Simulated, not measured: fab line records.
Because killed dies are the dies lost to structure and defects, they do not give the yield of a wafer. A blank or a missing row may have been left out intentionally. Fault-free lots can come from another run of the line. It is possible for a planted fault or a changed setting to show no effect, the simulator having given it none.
fab line records ; flow nandHarc
record lots=7; wafers=21; lastDay=33
route steps=1302 shown A_CHANNEL_FILL_D2@613
lots with no fault: from the same line, run without faults
startH: start of the lot's first displayed wafer, in hours after the record's first day ; waitH: hours since the lot's step before ; " identical to the entry in the row above ; L1.1+2: a single row standing in for several wafers ; - value missing, or start not given ; * or withheld: withheld ; < > ~ a bound
route shown NAME@n: a module of which the file shows steps, and the number in the route of the first ; usual: average and standard deviation across the fault-free wafers ; same: alike in all rows ; chamber/n: place in a boat ; sites: per-site readings ; _std_site: how widely they spread, as a standard deviation ; _edge_site: outer sites' mean less inner sites' ; radiusMm: how far each site lies from the wafer's centre ; mask NAME#n: copy n ; behind: the most recent tool/chamber to have shaped the wafer ; hold: cause of the lot's hold/its duration in hours/its outcome ; device: whichever transistor did not switch (one of n, p or np) ; end of line: tests of these same wafers at the route's end ; a step given without rows: its recipe and nothing more ; killed: at the first sort, the dies lost to defects and structure; wafer yield is something else ; map: a wafer's dies, marking killed ones x, the rest . and places with no die _
set.NAME: the setting as run; set.NAME@STEP: as run at that earlier step ; model.NAME: the simulator's own value behind a step, which no gauge read
lots seen at some steps along the route; tables by step, rows by wafer
services: the hour from which a tool's chamber was out of use, counted from the record's first day as startH (under 0 if before that day), plus the number of hours and why
## steps
# step NHARC_A_CHANNEL_FILL_D2_ALD_03
# recipe targetThkA=60; pulseTimeS=60; aldCycles=58; tempC=630; pressureTorr=2; material=SiNx
# usual precursorPulseHeightRel=0.998/0.021; susceptorTempC=630.01/0.27
lot.wafer;tool;chamber;startH;waitH;precursorPulseHeightRel;susceptorTempC
L581.1;aldSinBatch-03;0;-;-;0.999;-
L581.4;aldSinBatch-03;0;-;-;0.977;-
L581.5;aldSinBatch-03;0;-;-;0.958;-
L582.1;aldSinBatch-01;0;-;-;0.999;630.15
L582.2;aldSinBatch-01;0;-;-;0.974;629.97
L582.5;aldSinBatch-01;0;-;-;0.970;630.47
L584.2;aldSinBatch-01;0;-;-;0.999;629.85
L584.3;aldSinBatch-01;0;-;-;0.979;630.81
L584.6;aldSinBatch-01;0;-;-;0.962;630.41
L601.2;aldSinBatch-02;0;-;-;0.979;-
L601.3;aldSinBatch-02;0;-;-;1.044;-
L601.5;aldSinBatch-02;0;-;-;0.986;-
L602.1;aldSinBatch-02;0;-;-;0.991;-
L602.3;aldSinBatch-02;0;-;-;0.975;-
L602.4;aldSinBatch-02;0;-;-;1.001;-
L604.4;aldSinBatch-02;0;-;-;1.005;-
L604.5;aldSinBatch-02;0;-;-;1.003;-
L604.6;aldSinBatch-02;0;-;-;0.999;-
L603.2;aldSinBatch-02;0;-;-;0.989;630.21
L603.4;aldSinBatch-02;0;-;-;1.012;629.92
L603.5;aldSinBatch-02;0;-;-;1.000;629.84
# step NHARC_A_CHANNEL_FILL_D2_ALD_14
# recipe targetThkA=25; pulseTimeS=10; aldCycles=25; tempC=300; material=SiO2
# usual heaterPowerW=479/57; precursorPulseHeightRel=1.000/0.022; susceptorTempC=299.99/0.21
lot.wafer;tool;chamber;startH;waitH;heaterPowerW;precursorPulseHeightRel;susceptorTempC
L581.1;aldHk-02;2;294.98;0.1;573;1.014;299.73
L581.4;aldHk-02;3;294.98;0.1;550;0.976;300.30
L581.5;aldHk-02;0;294.98;0.1;416;0.995;299.92
L582.1;aldHk-04;3;315.34;0.1;454;0.978;299.92
L582.2;aldHk-04;0;315.34;0.1;445;1.016;299.69
L582.5;aldHk-04;2;315.34;0.1;449;1.036;299.79
L584.2;aldHk-03;0;331.08;0.1;517;0.989;299.98
L584.3;aldHk-03;2;331.08;0.1;407;0.994;300.35
L584.6;aldHk-03;0;331.08;0.1;521;1.029;300.05
L601.2;aldHk-03;3;500.75;0.0;581;0.993;300.07
L601.3;aldHk-03;2;500.75;0.0;401;1.007;299.98
L601.5;aldHk-03;3;500.75;0.0;567;0.971;300.11
L604.4;aldHk-04;3;530.18;0.4;427;1.003;300.31
L604.5;aldHk-04;2;530.18;0.4;397;1.031;300.03
L604.6;aldHk-04;3;530.18;0.4;443;1.012;299.76
L602.3;aldHk-04;2;530.40;0.7;412;1.031;299.42
L602.4;aldHk-04;3;530.40;0.7;441;1.000;299.86
L602.1;aldHk-04;0;530.40;0.7;457;0.980;300.00
L603.4;aldHk-04;0;535.06;0.3;460;1.034;300.07
L603.2;aldHk-04;1;535.06;0.3;395;0.991;300.19
L603.5;aldHk-04;3;535.06;0.3;432;0.977;300.17
# step NHARC_A_CHANNEL_FILL_D2_ALD_15
# recipe targetThkA=20; pulseTimeS=60; aldCycles=19; tempC=630; pressureTorr=2; material=SiNx
# usual precursorPulseHeightRel=1.000/0.022; susceptorTempC=630.03/0.24
lot.wafer;tool;chamber;startH;waitH;precursorPulseHeightRel;susceptorTempC
L581.1;aldSinBatch-01;0;-;-;0.970;-
L581.4;aldSinBatch-01;0;-;-;0.985;-
L581.5;aldSinBatch-01;0;-;-;0.977;-
L582.1;aldSinBatch-02;0;-;-;0.978;630.30
L582.2;aldSinBatch-02;0;-;-;0.985;630.19
L582.5;aldSinBatch-02;0;-;-;1.004;630.44
L584.2;aldSinBatch-02;0;334.13;3.0;1.017;-
L584.3;aldSinBatch-02;0;334.13;3.0;1.017;-
L584.6;aldSinBatch-02;0;334.13;3.0;0.971;-
L601.2;aldSinBatch-01;0;504.09;3.3;1.005;630.16
L601.3;aldSinBatch-01;0;504.09;3.3;1.048;630.13
L601.5;aldSinBatch-01;0;504.09;3.3;1.001;629.84
L602.1;aldSinBatch-03;0;-;-;0.963;630.46
L602.3;aldSinBatch-03;0;-;-;0.987;630.11
L602.4;aldSinBatch-03;0;-;-;0.997;630.02
L604.4;aldSinBatch-03;0;-;-;1.039;630.24
L604.5;aldSinBatch-03;0;-;-;0.982;629.77
L604.6;aldSinBatch-03;0;-;-;0.997;629.99
L603.2;aldSinBatch-01;0;-;-;1.013;629.78
L603.4;aldSinBatch-01;0;-;-;1.009;629.74
L603.5;aldSinBatch-01;0;-;-;1.024;630.39
# step NHARC_A_CHANNEL_FILL_D2_ALD_16
# recipe targetThkA=15; pulseTimeS=10; aldCycles=15; tempC=300; material=SiO2
# usual heaterPowerW=460/52; precursorPulseHeightRel=1.002/0.022; susceptorTempC=300.02/0.18
lot.wafer;tool;chamber;startH;waitH;heaterPowerW;precursorPulseHeightRel;susceptorTempC
L581.1;aldHk-02;0;300.13;0.1;422;0.996;300.29
L581.4;aldHk-02;1;300.13;0.1;467;0.993;300.01
L581.5;aldHk-02;2;300.13;0.1;577;0.996;300.13
L582.2;aldHk-02;1;320.85;0.4;461;1.009;300.15
L582.1;aldHk-02;3;320.85;0.4;542;0.972;299.82
L582.5;aldHk-02;0;320.85;0.4;410;1.018;299.97
L584.2;aldHk-03;3;336.22;0.1;563;0.992;300.05
L584.3;aldHk-03;0;336.22;0.1;519;1.005;300.12
L584.6;aldHk-03;2;336.22;0.1;418;1.005;300.03
L601.3;aldHk-03;2;506.23;0.1;408;1.021;299.95
L601.2;aldHk-03;0;506.23;0.1;481;1.006;299.65
L601.5;aldHk-03;1;506.23;0.1;461;1.017;299.86
L604.4;aldHk-04;3;535.37;0.1;425;0.967;300.04
L604.5;aldHk-04;2;535.37;0.1;413;1.015;299.88
L604.6;aldHk-04;3;535.37;0.1;429;0.991;300.30
L602.3;aldHk-04;2;535.51;0.2;393;1.001;300.05
L602.1;aldHk-04;3;535.51;0.2;434;1.028;300.13
L602.4;aldHk-04;0;535.51;0.2;445;1.038;300.09
L603.4;aldHk-02;2;540.01;0.1;542;0.991;300.01
L603.2;aldHk-02;0;540.01;0.1;458;0.992;299.73
L603.5;aldHk-02;1;540.01;0.1;478;1.019;300.14
# step NHARC_A_CHANNEL_FILL_D2_ANNEAL_17
# recipe tempC=850; timeS=1800
# step NHARC_A_CHANNEL_FILL_D2_CVD_18
# recipe targetThkA=30; tempC=550; material=poly-Si
# step NHARC_A_CHANNEL_FILL_D2_ETCHBACK_19
# recipe targetDepthA=50; timeS=1.7; hbrFlowSccm=150; cl2FlowSccm=50; rfW=400; icpW=400; biasW=100; chemistry=HBr/Cl2
# usual chamberPressureMTorr=14.998/0.013; drypumpMotorCurrentA=5.5/0.51; oesProductAu=0.997/0.014; rfFwdPowerW=390.1/1.2; throttleValvePct=26.406/0.0091
lot.wafer;tool;chamber;startH;waitH;chamberPressureMTorr;drypumpMotorCurrentA;oesProductAu;rfFwdPowerW;rfHoursCounterH;throttleValvePct
L581.4;rieSi-02;0;313.94;0.4;15.006;5.0;1.009;390.2;0.1;26.404
L581.1;rieSi-02;1;313.94;0.4;14.986;5.2;0.984;389.3;0.1;26.407
L581.5;rieSi-02;3;313.94;0.4;14.995;5.6;1.003;387.2;-;26.398
L582.1;rieSi-02;0;332.10;0.4;14.982;5.0;1.010;389.5;0.3;26.414
L582.2;rieSi-02;1;332.10;0.4;15.002;5.2;0.977;388.4;0.3;26.408
L582.5;rieSi-02;2;332.10;0.4;14.993;5.1;1.010;390.0;-;26.406
L584.2;rieSi-02;0;348.69;0.4;15.004;5.0;1.007;388.9;0.4;26.402
L584.3;rieSi-02;2;348.69;0.4;15.002;5.1;1.022;389.5;0.3;26.411
L584.6;rieSi-02;0;348.69;0.4;14.976;5.0;1.008;388.4;-;26.410
L601.3;rieSi-03;0;518.20;0.4;15.017;5.4;1.005;389.8;0.9;26.412
L601.2;rieSi-03;2;518.20;0.4;15.009;6.4;0.988;390.7;0.6;26.398
L601.5;rieSi-03;0;518.20;0.4;14.996;5.4;1.014;390.9;-;26.393
L602.1;rieSi-03;1;547.25;0.4;14.997;5.5;0.983;393.2;0.8;26.411
L602.3;rieSi-03;2;547.25;0.4;14.991;6.5;0.976;390.6;0.7;26.414
L602.4;rieSi-03;3;547.25;0.4;14.994;6.5;0.960;390.1;0.9;26.407
L604.4;rieSi-02;1;547.28;0.4;15.003;5.2;0.999;390.5;0.3;26.400
L604.5;rieSi-02;3;547.28;0.4;15.016;5.6;1.000;391.3;-;26.422
L604.6;rieSi-02;0;547.28;0.4;14.978;5.0;1.018;391.9;-;26.394
L603.4;rieSi-06;0;551.57;0.4;14.983;5.5;1.000;388.7;0.8;26.392
L603.2;rieSi-06;3;551.57;0.4;15.003;4.8;1.019;389.7;0.7;26.404
L603.5;rieSi-06;1;551.57;0.4;15.001;5.5;0.996;390.3;-;26.403
# step NHARC_A_CHANNEL_FILL_D2_ETCHBACK_20
# recipe targetDepthA=270; timeS=13.5; c4f8FlowSccm=withheld; o2FlowSccm=8; arFlowSccm=withheld; rfW=600; biasW=1500; chemistry=C4F8/O2/Ar
# step NHARC_A_CHANNEL_FILL_D2_STRIP_28
# recipe timeS=20; o2FlowSccm=500; arFlowSccm=0; biasW=0; chemistry=O2
# step NHARC_A_CHANNEL_FILL_D2_PRECLEAN_21
# recipe timeS=30; chemistry=dHF
# step NHARC_A_CHANNEL_FILL_D2_SRD_23
# step NHARC_A_CHANNEL_FILL_D2_CVD_05
# recipe targetThkA=50; tempC=550; material=poly-Si
# step NHARC_A_CHANNEL_FILL_D2_ANNEAL_22
# recipe tempC=620; timeS=7200
# usual runLengthS=7228/4.4; spikeTcBottomC=642.1/1.2; tubeCenterTempC=620.01/0.058
lot.wafer;tool;chamber;startH;waitH;runLengthS;spikeTcBottomC;tubeCenterTempC
L581.1;furnace-01;0;321.81;3.4;7223;643.0;620.08
L581.4;furnace-01;0;321.81;3.4;7223;643.0;619.98
L581.5;furnace-01;0;321.81;3.4;7223;643.1;620.02
L582.1;furnace-01;0;340.58;3.9;7227;641.9;619.94
L582.2;furnace-01;0;340.58;3.9;7227;644.3;619.99
L582.5;furnace-01;0;340.58;3.9;7227;643.4;620.04
L584.2;furnace-03;0;356.31;3.2;7234;640.0;620.06
L584.3;furnace-03;0;356.31;3.2;7234;640.4;620.03
L584.6;furnace-03;0;356.31;3.2;7234;640.3;619.96
L601.2;furnace-01;-;526.24;3.4;-;-;-
L601.3;furnace-01;-;526.24;3.4;-;-;-
L601.5;furnace-01;-;526.24;3.4;-;-;-
L602.1;furnace-03;-;554.64;2.9;-;-;-
L602.3;furnace-03;-;554.64;2.9;-;-;-
L602.4;furnace-03;-;554.64;2.9;-;-;-
L604.4;furnace-03;0;554.64;2.9;7225;640.0;620.04
L604.5;furnace-03;0;554.64;2.9;7225;640.5;620.07
L604.6;furnace-03;0;554.64;2.9;7225;640.4;620.05
L603.2;furnace-03;-;559.01;3.0;-;-;-
L603.4;furnace-03;-;559.01;3.0;-;-;-
L603.5;furnace-03;-;559.01;3.0;-;-;-
## services
tool;chamber;startH;hours;kind
aldHk-04;0;267.97;-;clean
aldHk-04;1;267.97;-;clean
aldHk-04;2;267.97;-;clean
aldHk-04;3;267.97;-;clean
rieSi-02;-;277.00;9.0;pm
rieSi-03;0;280.87;4.5;repair
furnace-03;-;296.43;26.0;pm
rieSi-06;3;306.22;8.9;repair
rieSi-03;3;320.82;9.7;repair
aldHk-02;-;334.01;0.8;repair
aldHk-02;-;350.13;10.0;pm
rieSi-02;1;352.58;6.0;repair
rieSi-06;-;397.84;0.2;repair
rieSi-03;-;398.00;9.0;pm
rieSi-03;-;420.35;2.1;repair
rieSi-06;-;426.00;9.0;pm
aldHk-04;-;435.97;10.0;pm
aldHk-04;0;435.97;10.0;ventCycle
aldHk-04;1;435.97;10.0;ventCycle
aldHk-04;2;435.97;10.0;ventCycle
rieSi-02;-;454.00;9.0;pm
rieSi-03;1;471.28;4.1;repair
aldSinBatch-01;-;507.91;3.7;repair
aldHk-02;-;528.13;10.0;pm
## key
firstSign step=NHARC_A_CHANNEL_FILL_D2_ANNEAL_22; reading=toolRecord; direction=missing
effect none on later readings
metAt NHARC_A_CHANNEL_FILL_D2_ANNEAL_22
struckWafers L601.2,L601.3,L601.5,L602.1,L602.3,L602.4,L603.2,L603.4,L603.5
laterRowsLeftOut L601.2,L601.3,L601.5,L602.1,L602.3,L602.4,L603.2,L603.4,L603.5
sortLeftOut L601.2,L601.3,L601.5,L602.1,L602.3,L602.4,L603.2,L603.4,L603.5
testerLeftOut L601,L602,L603
onsetBetween 356.31 526.24
fault kind=skippedStepWhole; tool=furnace-01,furnace-03; chamber=-; onsetH=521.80; steps=NHARC_A_CHANNEL_FILL_D2_ANNEAL_22; scope=struckLotsOnly
# testerLeftOut: of these lots the tester's yield and bins aren't shown, on N5 and GAA mostly nor the transistor test; their killed dies are dies lost to structure and defects alone, not to doping, threshold or leakage, so they don't give the yield
# sortLeftOut: the simulated sort isn't trusted on such a fault, so these wafers' sort isn't shown, and their yield isn't known
# laterRowsLeftOut: the simulator's readings of these wafers behind a module that went badly wrong aren't trusted and aren't shown, but for the sort
